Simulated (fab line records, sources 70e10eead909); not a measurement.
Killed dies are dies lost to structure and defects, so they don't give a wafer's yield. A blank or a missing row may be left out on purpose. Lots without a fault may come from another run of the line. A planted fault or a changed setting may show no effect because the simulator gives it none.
A struck lot beside a sound one | flow nand_harc | 43 steps out of a route of 1302
Sound: wafers L539.1, L539.4, L539.5. Struck: wafers L543.1, L543.5, L543.6. The cause comes at the end.
At each step with rows: each side's tool, then ch and its chambers, then its first start. Under that, the readings that differ: sound wafers | struck wafers | difference of the means | sigmas: that difference in standard deviations of wafers without a fault.
alike: readings whose means differ by less than 2 such deviations, and words and numbers that are the same on both sides. not compared: withheld readings, readings that some wafer has no value for, bounds like >300 that may hide the same value, and numbers for which the record gives no deviation and whose values overlap.
The two part at a step that has a row with sigmas, a row that says differs or no value, or rows on one side only. Numbers that don't overlap but have no deviation are shown without sigmas and don't part them. A reading that every wafer of one side lacks parts them only if that side has two wafers or more.

NHARC_P_ZERO_WELL_CD_MEAS_24: target cd 720 nm.
  sound on cd_sem-01 ch 0, day 3 14:46; struck on cd_sem-02 ch 0, day 5 06:37
  alike: cd_nm
then, 1 step without rows for these wafers: NHARC_P_ZERO_WELL_HARDBAKE_25 (time 80 s).
NHARC_P_ZERO_WELL_DESCUM_26: chemistry O2, time 3 s.
  sound on rie_diel-11 ch 1,2,3, day 3 14:55; struck on rie_diel-05 ch 0,2,3, day 5 06:49
  alike: drypump_motor_current_A, oes_product_au, rf_vpp_V, showerhead_plenum_p_Torr, throttle_valve_pct
  not compared: rf_hours_counter_h
then, 9 steps without rows for these wafers: NHARC_P_ZERO_WELL_IMPLANT_27; NHARC_P_ZERO_WELL_IMPLANT_57; NHARC_P_ZERO_WELL_IMPLANT_58; NHARC_P_ZERO_WELL_STRIP_28 (strips in SPM, time 840 s); NHARC_P_ZERO_WELL_DEHYDRATE_29 (time 120 s); NHARC_P_ZERO_WELL_HMDS_30 (time 30 s); NHARC_P_ZERO_WELL_COAT_31; NHARC_P_ZERO_WELL_SOFTBAKE_32 (time 95 s); NHARC_P_ZERO_WELL_EBR_33.
NHARC_P_ZERO_WELL_EXPOSE_34: exposes mask P PWELL, target cd 720 nm.
  sound on krf_scanner-04 ch 0, day 3 16:15; struck on krf_scanner-04 ch 0, day 5 07:59
  reading                             | sound             | struck            | difference | sigmas
  model.P_ZERO_WELL.overlay_x_nm (nm) | 6.866 6.866 6.866 | 163.3 163.3 163.3 | +156.4     |
  alike: mask
then, 2 steps without rows for these wafers: NHARC_P_ZERO_WELL_PEB_35 (peb time 85 s); NHARC_P_ZERO_WELL_DEVELOP_36 (time 70 s).
NHARC_P_ZERO_WELL_CD_MEAS_37: target cd 720 nm.
  sound on cd_sem-03 ch 0, day 3 16:24; struck on cd_sem-02 ch 0, day 5 08:08
  alike: cd_nm
then, 1 step without rows for these wafers: NHARC_P_ZERO_WELL_HARDBAKE_38 (time 80 s).
NHARC_P_ZERO_WELL_DESCUM_39: chemistry O2, time 3 s.
  sound on rie_diel-04 ch 1,2,3, day 3 16:37; struck on rie_diel-04 ch 2,3, day 5 08:18
  alike: drypump_motor_current_A, oes_product_au, rf_vpp_V, showerhead_plenum_p_Torr, throttle_valve_pct
  not compared: rf_hours_counter_h
then, 12 steps without rows for these wafers: NHARC_P_ZERO_WELL_IMPLANT_40; NHARC_P_ZERO_WELL_IMPLANT_59; NHARC_P_ZERO_WELL_IMPLANT_60; NHARC_P_ZERO_WELL_STRIP_41 (strips in SPM, time 840 s); NHARC_P_ZERO_WELL_DEHYDRATE_44 (time 120 s); NHARC_P_ZERO_WELL_HMDS_45 (time 30 s); NHARC_P_ZERO_WELL_COAT_46; NHARC_P_ZERO_WELL_SOFTBAKE_47 (time 95 s); NHARC_P_ZERO_WELL_EBR_48; NHARC_P_ZERO_WELL_EXPOSE_49 (exposes mask P HVPW, target cd 2000 nm); NHARC_P_ZERO_WELL_PEB_50 (peb time 85 s); NHARC_P_ZERO_WELL_DEVELOP_51 (time 70 s).
NHARC_P_ZERO_WELL_CD_MEAS_52: target cd 2000 nm.
  sound on cd_sem-01 ch 0, day 3 17:56; struck on cd_sem-03 ch 0, day 5 09:46
  alike: cd_nm
then, 1 step without rows for these wafers: NHARC_P_ZERO_WELL_HARDBAKE_53 (time 80 s).
NHARC_P_ZERO_WELL_DESCUM_54: chemistry O2, time 3 s.
  sound on rie_diel-05 ch 0,2,3, day 3 18:05; struck on rie_diel-04 ch 0,1,2, day 5 09:58
  alike: drypump_motor_current_A, oes_product_au, rf_vpp_V, showerhead_plenum_p_Torr, throttle_valve_pct
  not compared: rf_hours_counter_h
then, 5 steps without rows for these wafers: NHARC_P_ZERO_WELL_IMPLANT_55; NHARC_P_ZERO_WELL_IMPLANT_61; NHARC_P_ZERO_WELL_STRIP_56 (strips in SPM, time 840 s); NHARC_P_ZERO_WELL_PRECLEAN_68 (cleans in SC1, time 60 s); NHARC_P_ZERO_WELL_SRD_69.
NHARC_P_ZERO_WELL_RTA_42: time 300 s.
  sound on rtp_anneal-01 ch 0, day 3 19:05; struck on rtp_anneal-02 ch 0, day 5 10:55
  reading            | sound          | struck         | difference | sigmas
  lamp_power_pct (%) | 38.8 38.7 38.7 | 33.3 33.3 33.3 | -5.4       | -2
  alike: wafer_temp_C_max
NHARC_P_ZERO_WELL_INSPECT_43:
  sound on defect_inspect-01, day 3 19:46; struck on defect_inspect-02, day 5 11:35
  alike: raw_defect_count
then, 2 steps without rows for these wafers: NHARC_P_STI_ETCH_26 (etches SiO2 in dHF, target depth 11 nm); NHARC_P_STI_PRECLEAN_27 (cleans in SC1).
-- the record jumps here: 23 days lie between the struck wafers' starts before and after (it left off in module P_STI and takes up again in module END, whose first step shown is number 1302 of the route) --
NHARC_END_SORT_01:
  sound on prober-01 ch 0, day 25 14:41; struck on prober-01 ch 0, day 28 16:05
  reading             | sound    | struck                                                               | difference                   | sigmas
  hold                | - - -    | await_dispo/2.1h/scrap await_dispo/2.1h/scrap await_dispo/2.1h/scrap | no value on the sound wafers |
  killed_at_periphery | 2 6 3    | 578 586 593                                                          | +582                         | +99 or more
  killed_dies         | 82 65 84 | 644 642 650                                                          | +568                         | +33
  alike: killed_at_array, killed_at_other, killed_open, killed_short

WHERE THEY PART
First at NHARC_P_ZERO_WELL_RTA_42; last, within this record, at NHARC_END_SORT_01.

WHY: what the simulator had put in
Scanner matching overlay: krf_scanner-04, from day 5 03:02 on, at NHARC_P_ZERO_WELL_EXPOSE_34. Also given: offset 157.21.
